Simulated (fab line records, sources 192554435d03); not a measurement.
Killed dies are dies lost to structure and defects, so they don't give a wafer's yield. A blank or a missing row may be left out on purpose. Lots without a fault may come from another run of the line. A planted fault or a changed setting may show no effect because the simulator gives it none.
Chamber matching | flow n5_finfet | N5_BEOL_M11_ETCH_66 on rie_diel-05: 4 sister chambers
The step etches SOC in N2/H2, target depth 120 nm, overetch 24 nm, time 180 s. 7 wafers are shown with their chamber, then 9 later ones without.

WAFERS WITH THEIR CHAMBER
wafer  | chamber | showerhead_plenum_p_Torr (Torr) | drypump_motor_current_A (A)
L081.5 | 2       | 2.69                            | 5.80
L082.1 | 1       | 2.50                            | 5.67
L085.2 | 2       | 2.68                            | 5.81
L085.6 | 0       | 2.50                            | 5.81
L086.3 | 0       | 2.49                            | 5.82
L086.4 | 3       | 2.42                            | 6.01
L086.6 | 3       | 2.42                            | 6.01

WAFERS WITHOUT THEIR CHAMBER
wafer  | showerhead_plenum_p_Torr (Torr) | drypump_motor_current_A (A)
L090.2 | 2.49                            | 5.83
L090.5 | 2.49                            | 5.70
L090.6 | 2.49                            | 5.84
L091.1 | 2.68                            | 5.83
L091.4 | 2.49                            | 5.67
L091.5 | 2.41                            | 6.02
L092.1 | 2.49                            | 5.68
L092.2 | 2.68                            | 5.83
L092.5 | 2.49                            | 5.68

WHICH CHAMBER EACH WENT THROUGH
wafer  | from the rows above | in truth
L090.2 | 0                   | 0
L090.5 | 1                   | 1
L090.6 | 0                   | 0
L091.1 | 2                   | 2
L091.4 | 1                   | 1
L091.5 | 3                   | 3
L092.1 | 1                   | 1
L092.2 | 2                   | 2
L092.5 | 1                   | 1
Placed correctly: 9 of 9. Can't be placed from these rows: 0. Placed wrongly: 0.
How it was worked out, from the rows above alone: a wafer's distance from a chamber is the root of the sum, over the readings, of the square of ((its reading less the chamber's mean) divided by the reading's scatter). The wafer belongs to the nearest chamber; if the next one is less than 2 further off, it can't be placed. A chamber's mean is the mean of its shown wafers. The scatter: the root of (the sum of the squares of (reading less its chamber's mean) over the shown wafers, divided by (wafers less chambers)).
